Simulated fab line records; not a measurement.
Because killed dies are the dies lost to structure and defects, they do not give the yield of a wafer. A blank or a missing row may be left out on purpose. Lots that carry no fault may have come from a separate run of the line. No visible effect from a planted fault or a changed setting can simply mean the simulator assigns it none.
Chamber matching -- flow n5 finfet -- 4 sister chambers for N5_STI_FIN_REVEAL_ALD_14 on ald sin-03
The step deposits Si3N4, target thk 3 nm. 16 wafers are shown with their chamber, then 8 later ones without.

WAFERS, EACH WITH ITS CHAMBER
wafer,chamber,heater power w (W)
L085.2,3,784
L085.3,0,926
L085.6,3,785
L087.2,2,745
L087.4,1,819
L087.6,3,769
L088.1,1,843
L088.2,0,936
L088.5,3,792
L089.1,1,853
L089.5,3,766
L089.6,0,954
L091.2,3,777
L091.3,2,749
L091.4,0,942
L093.2,3,786

SIGNATURES (averages over the wafers above)
reading,chamber 0,chamber 1,chamber 2,chamber 3,scatter within a chamber
heater power w,939.50,838.33,747.00,779.86,11.5
Rule: a wafer's distance from a chamber is the root of the sum, over the readings, of the square of ((its reading less the chamber's mean) divided by the reading's scatter). If the next closest chamber is less than 2 further off than the closest, the wafer can't be placed; otherwise it belongs to the closest. The scatter: the root of (the sum of the squares of (reading less its chamber's mean) over the shown wafers, divided by (wafers less chambers)).

WAFERS WHOSE CHAMBER IS MISSING
wafer,heater power w (W)
L093.4,850
L093.6,768
L094.2,800
L094.5,753
L094.6,762
L095.1,938
L095.3,781
L095.4,853

WHICH CHAMBER EACH ONE RAN IN
wafer,from the rows above,in truth
L093.4,1,1
L093.6,can't be placed: 3 or 2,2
L094.2,can't be placed: 3 or 1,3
L094.5,can't be placed: 2 or 3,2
L094.6,can't be placed: 2 or 3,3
L095.1,0,0
L095.3,3,3
L095.4,1,1
4 of 8 placed correctly. From these rows, 4 cannot be placed; in 4 the true chamber is one of the candidates. Placed wrongly: 0.
